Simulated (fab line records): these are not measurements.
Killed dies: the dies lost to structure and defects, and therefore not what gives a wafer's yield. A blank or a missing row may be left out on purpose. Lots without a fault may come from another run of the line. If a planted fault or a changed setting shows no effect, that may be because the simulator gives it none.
Which tool is to blame?    flow nand-harc    Sampling: 6 lots, 18 wafers, 5 of 1302 route steps

WHAT THE GAUGES SHOWED, per wafer
NHARC_P_GATE_CD_MEAS_91 targets a cd of 2000 nm.
lot   measured      on         cd-nm (nm)
L718  day 8 05:48   cd-sem-03  - - -
L726  day 11 20:49  cd-sem-03  1999.0 1998.8 1998.9
L728  day 12 10:36  cd-sem-02  1999.3 1999.4 2002.0
L731  day 13 20:21  cd-sem-03  2001.0 1999.8 2001.1
L733  day 14 05:04  cd-sem-03  2000.8 1998.1 1998.7
L735  day 15 00:58  cd-sem-02  1999.5 1996.0 1999.8

EACH LOT AND THE TOOL THAT RAN IT (in order: tool; ch and the chambers of the sampled wafers; start)
lot   NHARC_P_GATE_DESCUM_31              NHARC_P_GATE_HM_OPEN_105                       NHARC_P_GATE_STRIP_111                NHARC_P_GATE_EXPOSE_88
L718  rie-diel-07 ch 0,1, day 7 14:41     rie-diel-07 ch 0,1,2, day 8 03:00 or earlier   plasma-asher-02 ch 0,1, day 8 03:00   krf-scanner-04 ch 0, day 8 05:39
L726  rie-diel-06 ch 0,1,3, day 11 03:42  rie-diel-06 ch 0,1, day 11 18:17 or earlier    plasma-asher-02 ch 0,1, day 11 18:17  krf-scanner-04 ch 0, day 11 20:40
L728  rie-diel-07 ch 0,2, day 11 19:07    rie-diel-07 ch 2,3, day 12 07:40 or earlier    plasma-asher-01 ch 0,1, day 12 07:40  krf-scanner-02 ch 0, day 12 10:26
L731  rie-diel-07 ch 1,2,3, day 13 02:56  rie-diel-07 ch 0,1,3, day 13 17:25 or earlier  plasma-asher-02 ch 0,1, day 13 17:25  krf-scanner-02 ch 0, day 13 20:11
L733  rie-diel-06 ch 1,2,3, day 13 13:48  rie-diel-06 ch 2,3, day 14 02:15 or earlier    plasma-asher-02 ch 0,1, day 14 02:15  krf-scanner-04 ch 0, day 14 04:55
L735  rie-diel-11 ch 0,1,3, day 14 09:50  rie-diel-11 ch 0,1,3, day 14 22:10 or earlier  plasma-asher-02 ch 0,1, day 14 22:10  krf-scanner-04 ch 0, day 15 00:48
- NHARC_P_GATE_DESCUM_31: chemistry O2, time 3 s.
- NHARC_P_GATE_HM_OPEN_105: chemistry O2/COS, target depth 360 nm.
- NHARC_P_GATE_STRIP_111: strips in N2/H2, time 250 s.
- NHARC_P_GATE_EXPOSE_88: exposes mask P HVN, target cd 2000 nm.

THE ANSWER, worked out from the rows above alone
Rule: usual is defined by the lots themselves. The widest of any qualifying gaps counts: lots, ordered by their means at a reading, are off when they make up no more than a third of the lots, leave a main group of 4 or more, and stand apart from it by 3 or more times the standard deviation of that group's means. A main group is skipped when, at the precision printed for the reading in the tables above, its means are all equal. Also off: a lot with no number at a reading for which 4 or more lots have one. The other lots that the step has rows for count as sound.
Off: L718 (NHARC_P_GATE_CD_MEAS_91, cd-nm). Without a number there: L718. The main group: mean 1999.5 nm, standard deviation 0.83.
If a tool, at a process step before that reading, ran all the lots that are off and no sound lot after the first of them, it fits. Gauges at NHARC_P_GATE_CD_MEAS_91: tried the same way as those tools. Because NHARC_P_GATE_HM_OPEN_105 lacks a start for some lots, the hours and order of its lots are taken from NHARC_P_GATE_STRIP_111. Not one of the candidates tried fits.

WHAT WAS PUT IN BY THE SIMULATOR
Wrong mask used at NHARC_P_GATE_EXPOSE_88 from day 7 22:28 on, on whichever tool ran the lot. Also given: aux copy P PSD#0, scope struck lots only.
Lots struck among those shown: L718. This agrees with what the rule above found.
